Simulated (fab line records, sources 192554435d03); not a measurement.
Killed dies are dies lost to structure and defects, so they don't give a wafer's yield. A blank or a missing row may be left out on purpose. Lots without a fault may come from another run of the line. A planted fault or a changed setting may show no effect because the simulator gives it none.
fab line records | flow n5_finfet
record lots=5 wafers=15 last_day=16
route steps=1938 shown BEOL_M2@884 PASSIVATION@1936
lots that met no fault: from a run of the same line without faults
start_h: hours from the record's first day to the start of the lot's first wafer shown | wait_h: hours since the lot's step before | " the same as in the row above | L1.1+2: a row that stands for several wafers | - no value, or no start given | * or withheld: withheld | < > ~ a bound
route shown NAME@n: a module of which the file shows steps, and the number in the route of the first | usual: mean/standard deviation of fault-free wafers | same: alike in all rows | chamber/n: place in a boat | sites: the reading at each site | _std_site: their standard deviation | _edge_site: outer sites' mean less inner sites' | radius_mm: how far each site lies from the wafer's centre | mask NAME#n: copy n | behind: the tool/chamber that last shaped the wafer | hold: why the lot was held/for how many hours/how that ended | device: the transistor (n, p or np) that didn't switch | end of line: the same wafers' tests at the end of the route | a step without rows: its recipe alone | killed: dies lost to structure and defects at the first sort, not the wafer's yield | map: a wafer's dies, x killed, . not, _ none there
set.NAME: the setting as run; set.NAME@STEP: as run at that earlier step | model.NAME: the simulator's own value behind a step, which no gauge read
lots at some steps of the route; a table a step, a row a wafer
services: from which hour (start_h, from the record's first day; less than 0 if before it) a tool's chamber was out of use, for how many hours, and why
## steps
# step N5_BEOL_M2_ETCH_70
# recipe chemistry=N2/H2 target=SOC target_depth_a=800 overetch_a=240 mask_material=SiARC temp_c=40 time_s=130 ion_energy_ev=200 pressure_mtorr=30 source_w=840 bias_w=150 n2_flow_sccm=200 h2_flow_sccm=200
# step N5_BEOL_M2_STRIP_71
# recipe chemistry=N2/H2 temp_c=40 n2_flow_sccm=200 h2_flow_sccm=200 rf_frequency_hz=6e+07
# step N5_BEOL_M2_STRIP_78
# recipe chemistry=N2/H2 temp_c=40 n2_flow_sccm=200 h2_flow_sccm=200 rf_frequency_hz=6e+07
# step N5_BEOL_M2_VIA_ETCH_34
# recipe chemistry=C4F6/O2 target_depth_a=694 mask_material=SOC pressure_mtorr=15 ion_energy_ev=250 taper_deg=4 time_s=65.9 source_w=350 bias_w=170 Ar_flow_sccm=300 C4F6_flow_sccm=10 O2_flow_sccm=10
# usual drypump_motor_current_A=5.54/0.28 oes_product_au=0.84/0.072 rf_vpp_V=666/5.8 showerhead_plenum_p_Torr=2.89/0.077 throttle_valve_pct=30.7/0.32
# columns lot.wafer tool chamber start_h wait_h drypump_motor_current_A oes_product_au rf_hours_counter_h rf_vpp_V showerhead_plenum_p_Torr throttle_valve_pct
L489.4 rie_diel-03 0 141.30 0.0 5.09 0.90 24 657 2.79 30.8
L489.5 " 3 " " 5.66 0.66 - 672 2.91 31.3
L489.6 " 0 " " 5.07 0.89 - 656 2.79 30.8
L491.1 rie_diel-04 2 158.87 0.0 5.68 0.88 39 666 2.90 30.3
L491.2 " 3 " " 5.52 0.91 27 665 2.89 30.2
L491.5 " 0 " " 5.43 0.84 - 667 2.99 31.0
L495.3 rie_diel-04 3 182.47 0.0 5.52 0.90 36 665 2.89 30.2
L495.4 " 2 " " 5.65 0.85 48 667 2.89 30.3
L495.5 " 0 " " 5.40 0.83 - 665 2.99 31.0
L497.1 rie_diel-03 1 191.37 0.0 5.55 0.68 243 673 2.81 30.8
L497.2 " 3 " " 5.64 0.98 4 672 2.91 31.1
L497.6 " 2 " " 5.68 0.88 - 680 3.02 30.4
L503.1 rie_diel-04 3 227.82 0.0 5.54 0.86 52 663 2.88 30.2
L503.4 " 0 " " 5.42 0.80 81 666 2.98 31.0
L503.5 " 2 " " 5.68 0.82 - 665 2.88 30.3
# step N5_BEOL_M2_STRIP_83
# recipe chemistry=C4F6/O2 resist=SiARC rf_frequency_hz=6e+07
# step N5_BEOL_M2_STRIP_36
# recipe chemistry=N2/H2 power_w=450 temp_c=40 pressure_mtorr=20 rf_frequency_hz=6e+07 overash_fraction=0.3 bias_power_w=7 h2_frac=0.5 n2_flow_sccm=200 h2_flow_sccm=200
# step N5_BEOL_M2_TRENCH_ETCH_37
# recipe chemistry=C4F6/O2 target_depth_a=555.55 target=SiOC time_s=29.2 ion_energy_ev=250 pressure_mtorr=30 source_w=355 bias_w=185 Ar_flow_sccm=300 C4F6_flow_sccm=10 O2_flow_sccm=10
# step N5_BEOL_M2_ETCH_41
# recipe chemistry=CH3F/O2 target=SiCN target_depth_a=299 taper_deg=2 time_s=52.5 ion_energy_ev=120 mask_material=TiN pressure_mtorr=30 source_w=395 bias_w=75 Ar_flow_sccm=150 CH3F_flow_sccm=30 O2_flow_sccm=20
# step N5_BEOL_M2_STRIP_97
# recipe chemistry=N2/H2 time_s=10 power_w=450 temp_c=40 pressure_mtorr=20 rf_frequency_hz=6e+07 bias_power_w=7 n2_flow_sccm=200 h2_flow_sccm=200
# step N5_BEOL_M2_OCD_MEAS_38
# usual trench_depth_nm=55.7/0.82
# columns lot.wafer tool chamber start_h wait_h trench_depth_nm
L489.4 ocd-02 - 141.55 - 55.5
L489.5 " - " " 54.8
L489.6 " - " " 54.7
L491.1 ocd-02 - 159.13 - 55.4
L491.2 " - " " 56.1
L491.5 " - " " 56.1
L495.3 ocd-01 - 182.73 - 57.0
L495.4 " - " " 56.3
L495.5 " - " " 56.2
L497.1 ocd-02 - 191.63 - 53.4
L497.2 " - " " 55.9
L497.6 " - " " 55.3
L503.1 ocd-01 - 228.07 - 55.8
L503.4 " - " " 55.9
L503.5 " - " " 55.5
# step N5_BEOL_M2_HM_STRIP_39
# recipe chemistry=peroxide_tin_strip material=TiN target_depth_a=250 temp_c=50 time_s=158
# step N5_BEOL_M2_SRD_40
# recipe time_s=30 temp_c=23 rinse_liquid=diw dry=ipa_marangoni
# step N5_BEOL_M2_PRECLEAN_42
# recipe chemistry=residue_remover time_s=60 temp_c=40
# columns lot.wafer tool chamber start_h wait_h
L489.4+5+6 wet_bench-05 2,3,6 141.65 0.0
L491.1+2+5 wet_bench-04 0,3,2 159.22 0.0
L495.3+4+5 wet_bench-04 2,3,6 183.27 0.0
L497.1+2+6 wet_bench-03 2,1,5 191.72 0.0
L503.1+4+5 wet_bench-03 7,0,5 228.23 0.0
# step N5_BEOL_M2_SRD_43
# recipe time_s=30 temp_c=23 rinse_liquid=diw dry=ipa_marangoni
# step N5_BEOL_M2_CD_MEAS_35
# recipe target_cd_nm=18 target_cd_y_nm=22.2 polarity=opening
# usual cd_nm=18.1/0.31
# columns lot.wafer tool chamber start_h wait_h cd_nm
L489.4 cd_sem-02 - 141.71 0.0 18.4
L489.5 " - " " 17.9
L489.6 " - " " 18.3
L491.1 cd_sem-01 - 159.28 0.0 18.1
L491.2 " - " " 18.3
L491.5 " - " " 18.3
L495.3 cd_sem-03 - 183.33 0.0 18.0
L495.4 " - " " 17.5
L495.5 " - " " 18.0
L497.1 cd_sem-01 - 191.78 0.0 18.2
L497.2 " - " " 18.2
L497.6 " - " " 17.6
L503.1 cd_sem-03 - 228.32 0.0 17.6
L503.4 " - " " 17.9
L503.5 " - " " 17.9
# step N5_BEOL_M2_DEGAS_44
# recipe ambient=vacuum temp_c=250 time_s=60
# step N5_BEOL_M2_PRE_CLEAN_45
# recipe gas=H2/He time_s=30 temp_c=250
# step N5_BEOL_M2_ALD_84
# recipe material=TaN target_thk_a=* temp_c=275 ald_precursor_family=PDMAT ald_co_reactant=NH3 pressure_torr=3 carrier_flow_sccm=1500 pulse_time_s=2 purge_time_s=3 co_reactant_purge_time_s=2 co_reactant_pulse_time_s=3 ald_cycles=30 precursor_vessel_temp_c=75 precursor_vessel_pressure_torr=26.25 precursor_vessel_carrier_sccm=1000
# step N5_BEOL_M2_SURFACE_TREAT_85
# recipe gas=Ar time_s=* ion_energy_ev=* ion_current_ma_cm2=0.5 pressure_mtorr=* ar_flow_sccm=30
# step N5_BEOL_M2_CVD_47
# recipe material=Co target_thk_a=30 temp_c=withheld precursor=CCTBA/H2 pressure_torr=30 time_s=223.8
# step N5_BEOL_M2_SPUTTER_48
# recipe material=Cu target_thk_a=45 temp_c=-20 chamber_pressure_pa=0.07 power_w=withheld time_s=8.29
# step N5_BEOL_M2_ANNEAL_49
# recipe temp_c=400 time_s=240 ambient=vacuum
# step N5_BEOL_M2_SPUTTER_79
# recipe material=Cu target_thk_a=45 temp_c=-20 chamber_pressure_pa=0.07 power_w=withheld time_s=8.29
# step N5_BEOL_M2_ANNEAL_80
# recipe temp_c=400 time_s=240 ambient=vacuum
# step N5_BEOL_M2_SPUTTER_81
# recipe material=Cu target_thk_a=45 temp_c=-20 chamber_pressure_pa=0.07 power_w=withheld time_s=8.29
# step N5_BEOL_M2_ANNEAL_82
# recipe temp_c=400 time_s=240 ambient=vacuum
# usual heater_power_w=810/81
# columns lot.wafer tool chamber start_h wait_h heater_power_w
L489.4 pvd_sputter-01 - 143.78 0.0 890
L489.5 " - " " 788
L489.6 " - " " 690
L491.1 pvd_sputter-01 - 160.94 0.0 791
L491.2 " - " " 859
L491.5 " - " " 859
L495.3 pvd_sputter-01 - 186.64 0.0 789
L495.4 " - " " 868
L495.5 " - " " 863
L497.1 pvd_sputter-01 - 193.23 0.0 850
L497.2 " - " " 691
L497.6 " - " " 701
L503.1 pvd_sputter-03 - 230.26 0.0 797
L503.4 " - " " 774
L503.5 " - " " 867
# step N5_BEOL_M2_SPUTTER_86
# recipe material=Cu target_thk_a=45 temp_c=-20 chamber_pressure_pa=0.07 power_w=withheld time_s=8.29
# step N5_BEOL_M2_ANNEAL_87
# recipe temp_c=400 time_s=240 ambient=vacuum
# step N5_BEOL_M2_SPUTTER_88
# recipe material=Cu target_thk_a=45 temp_c=-20 chamber_pressure_pa=0.07 power_w=withheld time_s=8.29
# step N5_BEOL_M2_ANNEAL_89
# recipe temp_c=400 time_s=240 ambient=vacuum
# step N5_BEOL_M2_SPUTTER_90
# recipe material=Cu target_thk_a=45 temp_c=-20 chamber_pressure_pa=0.07 power_w=withheld time_s=8.29
# step N5_BEOL_M2_ANNEAL_91
# recipe temp_c=400 time_s=240 ambient=vacuum
# step N5_BEOL_M2_SPUTTER_92
# recipe material=Cu target_thk_a=45 temp_c=-20 chamber_pressure_pa=0.07 power_w=withheld time_s=8.29
# usual throttle_valve_pct=30.2/0.94
# columns lot.wafer tool chamber start_h wait_h throttle_valve_pct
L489.4 pvd_sputter-01 - 144.58 0.1 30.8
L489.5 " - " " 30.0
L489.6 " - " " 29.5
L491.1 pvd_sputter-01 - 161.74 0.1 29.9
L491.2 " - " " 30.9
L491.5 " - " " 30.8
L495.3 pvd_sputter-01 - 187.44 0.1 29.8
L495.4 " - " " 30.9
L495.5 " - " " 30.6
L497.1 pvd_sputter-01 - 194.03 0.1 30.6
L497.2 " - " " 29.8
L497.6 " - " " 29.8
L503.1 pvd_sputter-03 - 231.06 0.1 29.7
L503.4 " - " " 30.5
L503.5 " - " " 29.1
# step N5_BEOL_M2_ANNEAL_93
# recipe temp_c=400 time_s=240 ambient=vacuum
# step N5_BEOL_M2_SPUTTER_94
# recipe material=Cu target_thk_a=45 temp_c=-20 chamber_pressure_pa=0.07 power_w=withheld time_s=8.29
# step N5_BEOL_M2_ANNEAL_95
# recipe temp_c=400 time_s=240 ambient=vacuum
# step N5_BEOL_M2_SPUTTER_96
# recipe material=Cu target_thk_a=45 temp_c=-20 chamber_pressure_pa=0.07 power_w=withheld time_s=8.29
# step N5_BEOL_M2_ECD_50
# recipe material=Cu target_thk_a=3000
# step N5_BEOL_M2_ANNEAL_51
# recipe temp_c=225 time_s=90 ambient=N2
# usual anneal_temp_c_max=226.3/0.35 wafer_temp_C_max=225.92/0.25
# columns lot.wafer tool chamber start_h wait_h anneal_temp_c_max wafer_temp_C_max
L489.4 rtp_anneal-02 0 145.35 0.2 225.9 225.96
L489.5 " 0 " " 226.0 225.92
L489.6 " 0 " " 226.2 226.41
L491.1 rtp_anneal-01 0 162.40 0.1 226.0 225.77
L491.2 " 0 " " 225.9 225.36
L491.5 " 0 " " 226.1 225.73
L495.3 rtp_anneal-02 0 188.90 0.8 225.8 225.54
L495.4 " 0 " " 226.4 226.05
L495.5 " 0 " " 226.4 225.71
L497.1 rtp_anneal-01 0 194.66 0.1 226.4 225.99
L497.2 " 0 " " 226.3 226.11
L497.6 " 0 " " 226.7 226.20
L503.1 rtp_anneal-01 0 231.69 0.1 226.8 225.57
L503.4 " 0 " " 226.5 225.94
L503.5 " 0 " " 226.6 225.90
# step N5_BEOL_M2_CMP_52
# recipe stop_on=SiOC t_overpolish_s=6.8 down_force_psi=1 platen_rpm=50 clearing_platen_down_force_psi=1.5 clearing_platen_rpm=50 post_cmp_clean=cu_alkaline target_thk_nm=40 clearing_platen_pad_velocity_m_s=0.99484 pad_velocity_m_s=0.99484
# usual barrier_field_endpoint_s=24.8/0.46 motor_current_A=5.9/0.63 overpolish_run_s=6.799/0.0088 time_to_endpoint_s=63.2/2.5
# columns lot.wafer tool chamber start_h wait_h barrier_field_endpoint_s motor_current_A overpolish_run_s time_to_endpoint_s
L489.4 cmp-01 3 145.55 0.2 26.1 5.0 6.791 65.4
L489.6 " 2 " " 25.2 6.2 6.809 63.4
L489.5 " 3 " " 25.1 4.9 6.804 66.6
L491.2 cmp-03 3 162.70 0.2 24.9 5.9 6.802 63.3
L491.1 " 2 " " 24.6 6.1 6.799 64.0
L491.5 " 3 " " 24.5 5.8 6.795 61.4
L495.4 cmp-04 1 189.14 0.2 24.7 6.7 6.796 65.0
L495.3 " 2 " " 24.0 6.7 6.792 66.7
L495.5 " 1 " " 24.6 6.8 6.796 64.0
L497.2 cmp-03 3 194.96 0.2 25.4 5.6 6.805 69.8
L497.1 " 1 " " 24.6 6.0 6.790 64.7
L497.6 " 0 " " 25.3 5.0 6.788 65.6
L503.4 cmp-04 1 232.04 0.2 24.9 6.1 6.795 66.0
L503.1 " 2 " " 24.7 7.0 6.786 64.0
L503.5 " 0 " " 24.4 5.3 6.813 62.3
# step N5_BEOL_M2_THK_MEAS_53
# recipe thk_meas_gauge=xrf reads=Cu_of_BEOL_M2_ECD_50
# usual M2_THK=40.2/1.3
# columns lot.wafer tool chamber start_h wait_h M2_THK[nm]
L489.4 film_metro-01 - 145.81 - 39.2
L489.5 " - " " 37.7
L489.6 " - " " 37.9
L491.1 film_metro-01 - 162.99 - 39.4
L491.2 " - " " 41.0
L491.5 " - " " 40.2
L495.3 film_metro-02 - 189.40 - 42.7
L495.4 " - " " 40.9
L495.5 " - " " 42.3
L497.1 film_metro-02 - 195.25 - 37.7
L497.2 " - " " 40.6
L497.6 " - " " 40.0
L503.1 film_metro-02 - 232.30 - 39.7
L503.4 " - " " 40.6
L503.5 " - " " 39.9
# step N5_BEOL_M2_PRE_CLEAN_60
# recipe gas=NH3/H2 time_s=15 temp_c=* rf_power_w=300
# step N5_PASSIVATION_PROBE_49
# usual defect_limited_yield=91.4/1.6 killed_at_M0_to_M3=34/12 killed_at_M4_up=13/5.2 killed_at_contacts=11/5.5 killed_at_front_end=40/13 killed_at_other=3.4/2.7 killed_dies=102/19 killed_on_rim=13/4.3 killed_open=66/15 killed_short=33/7.9 sort_bin_5_function=5.1/1.1 sort_bin_6_memory=3.2/0.7 sort_n_pass=1078/19 sort_yield_pct=91.4/1.6
# same gross_dies=1180 killed_at_back_side=0 sort_bin_4_leakage[%]=0 sort_bin_8_speed[%]=0
# columns lot.wafer tool chamber start_h wait_h defect_limited_yield[%] killed_at_M0_to_M3 killed_at_M4_up killed_at_contacts killed_at_front_end killed_at_other killed_dies killed_on_rim killed_open killed_short sort_bin_5_function[%] sort_bin_6_memory[%] sort_n_pass sort_yield_pct[%]
L503.4 prober-01 - 381.16 0.2 86.5 90 14 7 45 3 159 32 86 42 8.1 4.3 1021 86.5
# killed by level:class
L503.4 BEOL_M2:unspecified=31 FIN_SAQP:geometric_particle:open=12 BEOL_M0_SAQP:geometric_particle:short=12 BEOL_M0_SAQP:geometric_particle:open=11 BEOL_M1:geometric_particle:open=11 BEOL_M3:geometric_particle:open=10 FIN_SAQP:geometric_particle:short=6 STI_FIN_REVEAL:geometric_particle:open=6
# map L503.4 (x killed, . not)
_________________xxx.x.....x.________________
______________xxxxxx...x......x._____________
___________xxxxxx..x.x.............__________
__________xxxxxxxx......x.x....x...x_________
________..x.xxxx..x............x......_______
_______..x....x....x............x...x..______
______...............x................xx_____
_____...x.........x...x.....x.......x....____
____..x.xx....x....x..................x...___
___........x................x..............__
___.......x..xxx.x..xx.......x.x...x..x....__
__x......x..........x.x...........x........._
__.................x......x.x............x.._
_.....................x....x.................
_.....................x........x...........x.
_x............................x..............
_xxx..........x..............x....x..xx......
_....x.................x..x............x.....
_......x.......x...............x.............
_...........x.............x..........x.....x.
_.....x...x.x.x...x.............x...........x
__.......x.....x............................_
__.....x........x....x................x..xx._
___...x.....x.........x.........x.x.x..x.x.__
___........x......x........x......x......x.__
____...x.x.x....x......x..................___
_____........x....................x...x..____
______..........xx......................_____
_______.x........................x.....______
________..x.........x................._______
__________.x..................x...x._________
___________......xx................__________
______________..x.x...x.x......x_____________
_________________............________________
# map L497.1 (x killed, . not)
_________________............________________
______________.................._____________
___________................xx...x..__________
__________..x.x.....x.....x........._________
________.............................._______
_______...x.x........x......x..........______
______x........................x........_____
_____.............x.........x..x.x.......____
____......x...........................xx..___
___.............x..x...x....xx...xx..x.....__
___..x..........xx..x........x......x......__
__..........x.x..x.........................._
__...........x...x...x........x.x....x......_
_...................x.....x..................
_......x.......................x........x...x
_.x......x...............x...................
_...................x.....x...x........x.....
_xx.......x...............................x.x
_.x..................................x...x...
_x..........x.........x.....................x
_.....x................x...x.................
__............xxx.x.........xx.............._
__....x......x...............x....x........._
___xx......................................__
___.x....x....x........................x...__
____...x............x.....................___
_____............x............xx.........____
______..............................x..._____
_______....................x...........______
________.........xx................x.._______
__________........x................._________
___________...........x............__________
______________x............x...._____________
_________________...x......x.________________
## services
# columns tool chamber start_h hours kind
wet_bench-05 - 126.76 1.9 pm
pvd_sputter-03 - 134.61 4.0 repair
cmp-03 - 140.57 2.4 repair
rie_diel-03 3 148.21 - clean
rie_diel-03 3 148.21 - consumable_replace:focus_ring
rie_diel-03 3 148.21 29.4 scheduled_down
rie_diel-03 3 148.21 29.4 vent_cycle
rie_diel-04 1 149.34 - clean
rie_diel-04 1 149.34 - consumable_replace:focus_ring
rie_diel-04 1 149.34 18.4 scheduled_down
rie_diel-04 1 149.34 18.4 vent_cycle
cmp-03 - 155.77 4.0 pm
rie_diel-03 1 211.40 - clean
rie_diel-03 1 211.40 - consumable_replace:focus_ring
rie_diel-03 1 211.40 17.4 scheduled_down
rie_diel-03 1 211.40 17.4 vent_cycle
cmp-03 - 220.46 0.3 repair
cmp-03 - 226.68 4.0 pm
cmp-01 - 230.12 0.3 repair
cmp-03 - 230.68 - consumable_replace:conditioner
cmp-03 - 230.68 - consumable_replace:pad
## key
first_sign step=N5_PASSIVATION_PROBE_49 reading=killed_at_M0_to_M3 direction=up sigmas=4.7 usual=34 struck=90
effect step=N5_PASSIVATION_PROBE_49 reading=killed_on_rim direction=up sigmas=4.3 usual=13 struck=32
met_at N5_BEOL_M2_PRECLEAN_42
struck_wafers L503.4
fault kind=chamber_particle_source tool=wet_bench-03 chamber=0 onset_h=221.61 steps=N5_BEOL_M2_PRECLEAN_42 rate_per_visit_cm2=0.59877 end_h=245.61
